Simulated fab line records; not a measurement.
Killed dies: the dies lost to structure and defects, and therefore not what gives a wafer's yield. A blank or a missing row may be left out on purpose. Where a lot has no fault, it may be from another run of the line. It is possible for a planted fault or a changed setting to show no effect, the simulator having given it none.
The tool behind it: which one? | flow nandHarc | at 1 step of a route of 1302, 24 lots with 72 wafers sampled

== WHAT THE GAUGES SHOWED, per wafer ==
NHARC_A_CHANNEL_HOLE_D2_CD_MEAS_10: target cd 100 nm.
lot  | measured     | on       | cdNm (nm)
L074 | day 13 16:47 | cdSem-02 | 100.1 100.7 100.3
L075 | day 13 16:56 | cdSem-03 | 100.1 99.8 100.1
L076 | day 14 09:38 | cdSem-02 | 99.8 100.1 99.6
L077 | day 14 19:43 | cdSem-02 | 100.2 100.3 99.8
L078 | day 15 01:44 | cdSem-02 | 99.2 99.6 99.1
L079 | day 15 08:07 | cdSem-03 | 99.5 99.9 99.9
L080 | day 15 18:37 | cdSem-01 | 99.8 99.7 100.4
L081 | day 16 03:26 | cdSem-03 | 99.5 99.2 99.8
L082 | day 16 13:58 | cdSem-01 | 100.0 100.0 100.6
L083 | day 16 15:13 | cdSem-01 | 100.0 99.8 99.3
L085 | day 17 15:06 | cdSem-02 | 99.4 99.5 99.2
L084 | day 17 15:15 | cdSem-01 | 99.0 99.9 99.8
L086 | day 18 05:59 | cdSem-02 | 98.9 99.6 100.0
L087 | day 19 05:42 | cdSem-03 | 99.8 99.7 99.3
L089 | day 19 12:26 | cdSem-03 | 99.9 99.9 99.4
L088 | day 19 12:41 | cdSem-01 | 99.5 99.7 99.3
L090 | day 20 10:02 | cdSem-02 | 99.0 99.6 98.9
L091 | day 20 10:14 | cdSem-01 | 99.9 100.5 100.3
L092 | day 21 14:40 | cdSem-01 | 99.8 100.1 100.2
L093 | day 21 15:12 | cdSem-01 | 100.6 100.0 99.6
L095 | day 21 16:34 | cdSem-01 | 100.2 99.9 101.1
L094 | day 22 00:12 | cdSem-03 | 100.4 99.9 99.9
L096 | day 22 00:26 | cdSem-03 | 99.9 99.6 99.5
L097 | day 22 18:14 | cdSem-02 | 99.0 99.8 98.3

== EACH LOT AND THE TOOL THAT RAN IT (in order: tool; ch and the chambers of the sampled wafers; start) ==
The record shows no process step preceding these readings.

== WHAT THE TOOLS THEMSELVES READ (means of the sampled wafers that have a number; where no wafer has one, the mark that the record gives instead) ==
The record holds no such reading with a usual standard deviation.

== THE ANSWER, worked out from the rows above alone ==
Rule: what is usual is taken from the lots themselves. Put in order of their means at a reading, lots are off if they are a third of the lots or fewer, leave a main group of 4 or more, and stand apart from it by a gap of 3 or more times the standard deviation of the main group's means; of several such gaps the widest counts. A main group whose means are all the same, to the digits that the tables above print for the reading, isn't used. A lot without any number at a reading at which 4 lots or more have one is off too. Where the step has rows for the other lots, those lots are counted as sound. Order of review: gauges by route order, followed by the tools' own readings, for which a lot's mean as printed above is used. At the first step where some lot is off, the reading lying furthest off is the one used; lots without a number count as furthest.
Nothing can be told from this: no lot is off at any reading shown.

== WHAT THE SIMULATOR HAD PUT IN ==
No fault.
